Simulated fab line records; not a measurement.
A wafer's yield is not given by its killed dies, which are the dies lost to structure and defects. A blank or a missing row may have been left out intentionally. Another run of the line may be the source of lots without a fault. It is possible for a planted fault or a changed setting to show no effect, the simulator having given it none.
Which tool was responsible? | flow nand-harc | 14 lots with 42 wafers sampled at 6 steps, on a route of 1302 steps

## WHAT THE GAUGES SHOWED, per wafer
NHARC_A_SOURCE_PLATE_THK_MEAS_09: measures by ellipsometry. Usual: thk-nm at 9.8 nm, with a standard deviation of 1.
lot  | measured     | on            | thk-nm (nm)    | flag
L627 | day 7 14:37  | film-metro-02 | 11.7 11.6 10.7 |
L628 | day 8 01:38  | film-metro-01 | 10.3 10.4 10.5 |
L629 | day 8 13:35  | film-metro-02 | 10.6 10.0 7.8  |
L630 | day 8 21:07  | film-metro-01 | 8.8 8.6 8.6    |
L631 | day 9 10:17  | film-metro-02 | 10.6 10.4 9.1  |
L634 | day 10 08:58 | film-metro-01 | 9.9 10.5 10.5  |
L635 | day 11 00:52 | film-metro-02 | 11.7 10.4 7.7  |
L636 | day 11 05:06 | film-metro-02 | 11.9 9.9 10.1  |
L639 | day 13 01:47 | film-metro-01 | 11.9 9.6 8.0   |
L641 | day 13 23:37 | film-metro-02 | 9.7 10.6 10.0  |
L642 | day 14 04:04 | film-metro-01 | 10.7 11.0 10.0 |
L643 | day 14 08:24 | film-metro-01 | 10.2 10.3 10.3 |
L648 | day 16 01:11 | film-metro-02 | 9.1 7.5 8.5    |
L649 | day 16 17:41 | film-metro-01 | 10.0 9.7 10.7  |

NHARC_A_ONON_D1_THK_MEAS_21: measures by ellipsometry. Usual: thk-nm at 999 nm, with a standard deviation of 9.9.
lot  | measured     | on            | thk-nm (nm)    | flag
L627 | day 8 15:14  | film-metro-01 | 996 995 996    |
L628 | day 9 04:20  | film-metro-01 | 998 1000 999   |
L629 | day 9 19:31  | film-metro-02 | 988 987 986    |
L630 | day 10 01:35 | film-metro-02 | 1006 1008 1003 |
L631 | day 10 10:41 | film-metro-02 | 1001 998 999   |
L634 | day 11 13:23 | film-metro-02 | 999 999 997    |
L635 | day 12 03:34 | film-metro-01 | 1005 1006 1004 |
L636 | day 12 03:34 | film-metro-02 | 1018 1018 1016 |
L639 | day 14 06:09 | film-metro-02 | 1008 1010 1010 |
L641 | day 15 03:08 | film-metro-02 | 998 997 999    |
L642 | day 15 03:09 | film-metro-01 | 988 988 988    |
L643 | day 15 10:08 | film-metro-01 | 989 990 992    |
L648 | day 17 01:06 | film-metro-01 | 985 984 984    |
L649 | day 17 17:17 | film-metro-01 | 1016 1017 1014 |

NHARC_A_ONON_D1_THK_MEAS_30: measures by ellipsometry. Usual: thk-nm at 1001 nm, with a standard deviation of 11.
lot  | measured     | on            | thk-nm (nm)    | flag
L627 | day 8 16:56  | film-metro-01 | 999 997 997    |
L628 | day 9 06:02  | film-metro-02 | 995 995 995    |
L629 | day 9 21:13  | film-metro-01 | 987 987 987    |
L630 | day 10 03:17 | film-metro-02 | 1009 1010 1009 |
L631 | day 10 12:24 | film-metro-02 | 1005 1006 1006 |
L634 | day 11 15:05 | film-metro-02 | 995 994 995    |
L635 | day 12 05:16 | film-metro-01 | 1020 1023 1022 |
L636 | day 12 05:16 | film-metro-02 | 1003 1003 1003 |
L639 | day 14 07:51 | film-metro-01 | 988 987 988    |
L641 | day 15 04:50 | film-metro-01 | 995 993 994    |
L642 | day 15 05:10 | film-metro-01 | 984 984 984    |
L643 | day 15 11:50 | film-metro-02 | 1004 1004 1005 |
L648 | day 17 02:50 | film-metro-01 | 1745 1743 1743 | OFF
L649 | day 17 18:59 | film-metro-02 | 1756 1757 1755 | OFF

NHARC_A_ONON_D1_INSPECT_32. Usual: raw-defect-count at 73, with a standard deviation of 22.
lot  | measured     | on                | raw-defect-count | flag
L627 | day 8 17:29  | defect-inspect-01 | 90 77 96         |
L628 | day 9 06:34  | defect-inspect-02 | 65 42 43         |
L629 | day 9 21:44  | defect-inspect-02 | 45 39 53         |
L630 | day 10 03:51 | defect-inspect-02 | 112 76 88        |
L631 | day 10 12:59 | defect-inspect-02 | 57 65 76         |
L634 | day 11 15:45 | defect-inspect-01 | 71 114 53        |
L635 | day 12 05:50 | defect-inspect-02 | 115 159 115      |
L636 | day 12 05:48 | defect-inspect-01 | 57 36 18         |
L639 | day 14 08:27 | defect-inspect-02 | 66 47 44         |
L641 | day 15 05:22 | defect-inspect-01 | 74 104 61        |
L642 | day 15 05:43 | defect-inspect-02 | 74 40 102        |
L643 | day 15 12:23 | defect-inspect-01 | 80 73 82         |
L648 | day 17 03:22 | defect-inspect-02 | 65 68 98         |
L649 | day 17 19:32 | defect-inspect-01 | 61 66 62         |

NHARC_END_SORT_01. Usual: killed-at-array 65, standard deviation 19; killed-at-other 0.9, standard deviation 1.1; killed-at-periphery 3.5, standard deviation 2.3; killed-dies 69, standard deviation 19; killed-open 3.2, standard deviation 1.8; killed-short 2.4, standard deviation 1.5.
lot  | measured     | on        | killed-at-array | killed-at-other | killed-at-periphery | killed-dies | killed-open | killed-short | flag
L648 | day 34 02:04 | prober-02 | 674 676         | 1 0             | 2 1                 | 677 677     | 6 3         | 4 1          | OFF
L649 | day 34 01:14 | prober-01 | 674 674         | 1 1             | 2 2                 | 677 677     | 0 6         | 3 2          | OFF

## TOOL THAT RAN EACH LOT (tool first, then ch and the chambers of the sampled wafers, then the start)
lot  | NHARC_A_ONON_D1_DEP_28
L627 | pecvd-onon-03 ch 0, day 8 16:26
L628 | pecvd-onon-04 ch 0, day 9 05:38
L629 | pecvd-onon-04 ch 0, day 9 20:42
L630 | pecvd-onon-03 ch 0, day 10 02:47
L631 | pecvd-onon-04 ch 0, day 10 11:53
L634 | pecvd-onon-04 ch 0, day 11 14:34
L635 | pecvd-onon-01 ch 0, day 12 04:56
L636 | pecvd-onon-04 ch 0, day 12 04:49
L639 | pecvd-onon-01 ch 0, day 14 07:20
L641 | pecvd-onon-03 ch 0, day 15 04:26
L642 | pecvd-onon-04 ch 0, day 15 04:40
L643 | pecvd-onon-01 ch 0, day 15 11:23
L648 | pecvd-onon-04 ch 0, day 17 02:17
L649 | pecvd-onon-04 ch 0, day 17 18:28
- NHARC_A_ONON_D1_DEP_28: target thk 1000 nm.

## AS READ BY THE TOOLS THEMSELVES (means over the sampled wafers that have a number; for cases with no such wafer, the mark the record gives instead)
The record holds no such reading with a usual standard deviation.

## THE ANSWER, worked out from the rows above alone
Rule: a lot is off if the mean of its wafers that have a number lies more than 3 standard deviations from the usual mean. Also off: a lot with no number at a reading for which 4 or more lots have one. The other lots that the step has rows for count as sound. After the gauges, taken in route order, come the tools' own readings; for these a lot's mean is taken, as printed above. The first step at which some lot is off is used, and at that step the reading that is off furthest; a lot without a number counts as furthest.
Off, at NHARC_A_ONON_D1_THK_MEAS_30 on thk-nm: L648, L649.
A tool fits if, at a process step before that reading, it ran every lot that is off, and no sound lot after the first of them. The gauges at NHARC_A_ONON_D1_THK_MEAS_30 aren't tried: what is off there is off at NHARC_END_SORT_01 too, on other tools, and a gauge's error can't cause that. One candidate fits, namely pecvd-onon-04 at NHARC_A_ONON_D1_DEP_28. A fault onset in the window from L642 (day 15 04:40, its last sound lot) to L648 (day 17 02:17, its first lot off) fits.

## WHAT THE SIMULATOR HAD PUT IN
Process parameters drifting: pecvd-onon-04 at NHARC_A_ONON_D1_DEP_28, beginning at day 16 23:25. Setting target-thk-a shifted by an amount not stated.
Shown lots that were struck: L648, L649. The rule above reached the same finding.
